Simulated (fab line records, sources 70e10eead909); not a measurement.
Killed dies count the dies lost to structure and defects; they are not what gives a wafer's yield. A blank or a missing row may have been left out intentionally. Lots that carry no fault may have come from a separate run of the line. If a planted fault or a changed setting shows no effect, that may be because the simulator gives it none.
Chamber matching :: flow nand_harc :: rie_diel-06 running NHARC_P_ZERO_WELL_DESCUM_13: 4 sister chambers
The step chemistry O2, time 3 s. 4 wafers are shown with their chamber, then 8 later ones without.

== WAFERS WITH THEIR CHAMBER ==
wafer: L086.2
chamber: 2
showerhead_plenum_p_Torr (Torr): 1.84

wafer: L091.1
chamber: 3
showerhead_plenum_p_Torr (Torr): 2.01

wafer: L091.3
chamber: 1
showerhead_plenum_p_Torr (Torr): 1.97

wafer: L093.1
chamber: 0
showerhead_plenum_p_Torr (Torr): 2.04

== WAFERS WHOSE CHAMBER IS MISSING ==
wafer: L093.4
showerhead_plenum_p_Torr (Torr): 2.01

wafer: L093.6
showerhead_plenum_p_Torr (Torr): 2.01

wafer: L094.2
showerhead_plenum_p_Torr (Torr): 1.83

wafer: L094.3
showerhead_plenum_p_Torr (Torr): 1.97

wafer: L094.4
showerhead_plenum_p_Torr (Torr): 2.01

wafer: L096.1
showerhead_plenum_p_Torr (Torr): 1.84

wafer: L096.3
showerhead_plenum_p_Torr (Torr): 1.97

wafer: L096.4
showerhead_plenum_p_Torr (Torr): 2.01

== EACH ONE'S CHAMBER ==
wafer: L093.4
from the rows above: 3
in truth: 3

wafer: L093.6
from the rows above: 3
in truth: 3

wafer: L094.2
from the rows above: 2
in truth: 2

wafer: L094.3
from the rows above: 1
in truth: 1

wafer: L094.4
from the rows above: 3
in truth: 3

wafer: L096.1
from the rows above: 2
in truth: 2

wafer: L096.3
from the rows above: 1
in truth: 1

wafer: L096.4
from the rows above: 3
in truth: 3
Placed correctly: 8 of 8. Left unplaced by these rows: 0. 0 placed wrongly.
How it was worked out, from the rows above alone: a wafer's distance from a chamber is the root of the sum, over the readings, of the square of ((its reading less the chamber's mean) divided by the reading's scatter). If the next closest chamber is less than 2 further off than the closest, the wafer can't be placed; otherwise it belongs to the closest. The mean given for a chamber averages the wafers shown for that chamber. The scatter (one wafer shown for each chamber): square how far every hidden wafer sits from the nearest shown wafer, average those squares and take the square root.
